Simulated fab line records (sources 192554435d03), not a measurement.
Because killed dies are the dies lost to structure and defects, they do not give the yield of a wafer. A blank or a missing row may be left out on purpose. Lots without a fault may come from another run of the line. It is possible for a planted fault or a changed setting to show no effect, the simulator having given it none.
A struck lot beside a sound one / flow n5Finfet / 37 out of 1938 route steps
Sound: wafers L567.1, L567.2, L567.6. Struck: wafer L582.4. Last of all comes the cause.
For every step that has rows: the tool of each side, followed by ch and its chambers, followed by its first start. Under that, the readings that differ: sound wafers / struck wafers / difference of the means / sigmas: that difference in standard deviations of wafers without a fault.
alike: same words and numbers on both sides, and readings whose means sit less than 2 such deviations apart. not compared: any withheld reading, any reading some wafer has no value for, any bound like >300 that may hide the same value, and any number with overlapping values for which the record gives no deviation.
A row with sigmas, a row that says differs or no value, or rows on one side alone: a step with any of these is where the two part. Non-overlapping numbers with no deviation appear without sigmas and do not part them. A reading that every wafer of one side lacks parts them only if that side has two wafers or more.

first, 9 steps without rows for these wafers: N5_BEOL_M0_SAQP_EXPOSE_37 (exposes mask M0 CUT1, target cd 30 nm); N5_BEOL_M0_SAQP_PEB_38 (peb time 60 s); N5_BEOL_M0_SAQP_DEVELOP_39 (develop time 30 s); N5_BEOL_M0_SAQP_DESCUM_45 (chemistry O2, time 7 s); N5_BEOL_M0_SAQP_ETCH_88 (etches underlayer in N2/H2, target depth 6.5 nm, time 5.2 s); N5_BEOL_M0_SAQP_ETCH_73 (etches SiARC in CF4, target depth 19.5 nm, time 32.5 s); N5_BEOL_M0_SAQP_CUT_ETCH_46 (etches SOC in N2/H2, target depth 135 nm, overetch 27 nm, time 202.5 s); N5_BEOL_M0_SAQP_STRIP_74 (strips in N2/H2); N5_BEOL_M0_SAQP_STRIP_89 (strips in N2/H2).
N5_BEOL_M0_SAQP_ALD_48: deposits SiO2, target thk 20 nm, pulse time 1 s, co reactant pulse time 1 s.
  sound on aldSin-01 ch 0,1,2, day 6 07:57; struck on aldSin-01 ch 2, day 10 01:30
  alike: heaterPowerW, precursorPulseHeightRel
then, 25 steps without rows for these wafers: N5_BEOL_M0_SAQP_ETCH_49 (etches SiO2 in CF4/O2, target depth 37 nm); N5_BEOL_M0_SAQP_STRIP_75 (strips in CF4); N5_BEOL_M0_CUTY_COAT_50 (time 60 s, resist thk 15 nm); N5_BEOL_M0_CUTY_COAT_51 (resist thk 150 nm); N5_BEOL_M0_CUTY_EBR_52; N5_BEOL_M0_CUTY_SOFTBAKE_53 (time 60 s); N5_BEOL_M0_CUTY_EXPOSE_54 (exposes mask M0 ABLK); N5_BEOL_M0_CUTY_PEB_55 (peb time 60 s); N5_BEOL_M0_CUTY_DEVELOP_56 (develop time 30 s); N5_BEOL_M0_CUTY_DESCUM_61 (chemistry O2, time 7.9 s); N5_BEOL_M0_CUTY_ETCH_62 (etches SiARC in CF4, time 58.5 s); N5_BEOL_M0_CUTY_ETCH_63 (etches SOC in N2/H2, target depth 82.7 nm, overetch 16.5 nm, time 124 s); N5_BEOL_M0_CUTY_STRIP_64 (strips in N2/H2); N5_BEOL_M0_ETCH_138 (etches SiCN in CH3F/O2, target depth 12 nm, time 31.6 s); N5_BEOL_M0_HM_OPEN_105 (chemistry Cl2/BCl3, target TiN, target depth 12 nm); N5_BEOL_M0_STRIP_140 (strips in CF4); N5_BEOL_M0_STRIP_104 (strips in N2/H2); N5_BEOL_M0_WET_ETCH_106 (etches SiO2 in DHF, target depth 130 nm, rinse time 30 s); N5_BEOL_M0_ETCH_128 (etches SiCN in CF4/N2, target depth 12 nm, overetch 5.1 nm, time 21.4 s); N5_BEOL_M0_TRENCH_ETCH_107 (etches SiOC in C4F6/O2, target depth 32.8 nm, time 16.4 s); N5_BEOL_M0_STRIP_142 (strips in N2/H2, time 10 s); N5_BEOL_M0_HM_STRIP_129 (strips TiN in peroxide tin strip, target depth 17 nm, time 108 s); N5_BEOL_M0_SRD_130 (time 30 s); N5_BEOL_M0_ETCH_109 (etches SiCN in CH3F/O2, target depth 8 nm, overetch 2.4 nm, time 27.4 s); N5_BEOL_M0_STRIP_139 (strips in post etch residue remover, time 60 s).
-- a jump in the record: the struck wafers' starts before and after are 3 days apart (it breaks off in module BEOL_M0 and resumes in module BEOL_M4, where the first step shown is number 1111 of the route) --
N5_BEOL_M4_RC_MEAS_101:
  sound on prober-02 ch 0, day 8 11:33; struck on prober-01 ch 0, day 12 19:50
reading=RC_DENSE_N (ohm.um); sound=20.4 20.3 19.6; struck=27.1; difference=+7.0; sigmas=+11
reading=RC_DENSE_P (ohm.um); sound=25.2 25.3 24.3; struck=33.8; difference=+8.9; sigmas=+11
reading=RC_N (ohm.um); sound=16.4 16.4 15.9; struck=21.9; difference=+5.7; sigmas=+11
reading=RC_P (ohm.um); sound=20.4 20.5 19.8; struck=27.3; difference=+7.1; sigmas=+11
reading=REXT_N (ohm.um); sound=74.3 76.6 77.1; struck=84.9; difference=+8.9; sigmas=+5
  alike: DIBL_N, DIBL_P, IOFF_N, IOFF_P, ION_N, ION_P, SS_N, SS_P, VT_N, VT_P
-- the record jumps here: 5 days lie between the struck wafers' starts before and after (it left off in module BEOL_M4 and takes up again in module PASSIVATION, whose first step shown is number 1936 of the route) --
N5_PASSIVATION_PROBE_49:
  struck on prober-02, day 17 13:45; sound on prober-01, day 13 15:24
reading=defectLimitedYield (%); sound=89.4 92.2 90.1; struck=83.6; difference=-7.0; sigmas=-5
reading=killed_at_M0_to_M3; sound=46 30 37; struck=128; difference=+90; sigmas=+9
reading=killedDies; sound=125 92 117; struck=194; difference=+83; sigmas=+5
reading=killedOnRim; sound=12 18 19; struck=89; difference=+73; sigmas=+18
reading=sortNPass; sound=1055 1087 1063; struck=986; difference=-82; sigmas=-3
reading=sortYieldPct (%); sound=89.4 92.1 90.1; struck=83.6; difference=-6.9; sigmas=-3
  alike: killed_at_M4_up, killedAtContacts, killedAtFrontEnd, killedAtOther, killedOpen, killedShort, sort_bin_4_leakage, sort_bin_5_function, sort_bin_6_memory

## WHERE THEY PART
At N5_BEOL_M4_RC_MEAS_101 first; at N5_PASSIVATION_PROBE_49 last (within this record only).

WHY: what the simulator had put in
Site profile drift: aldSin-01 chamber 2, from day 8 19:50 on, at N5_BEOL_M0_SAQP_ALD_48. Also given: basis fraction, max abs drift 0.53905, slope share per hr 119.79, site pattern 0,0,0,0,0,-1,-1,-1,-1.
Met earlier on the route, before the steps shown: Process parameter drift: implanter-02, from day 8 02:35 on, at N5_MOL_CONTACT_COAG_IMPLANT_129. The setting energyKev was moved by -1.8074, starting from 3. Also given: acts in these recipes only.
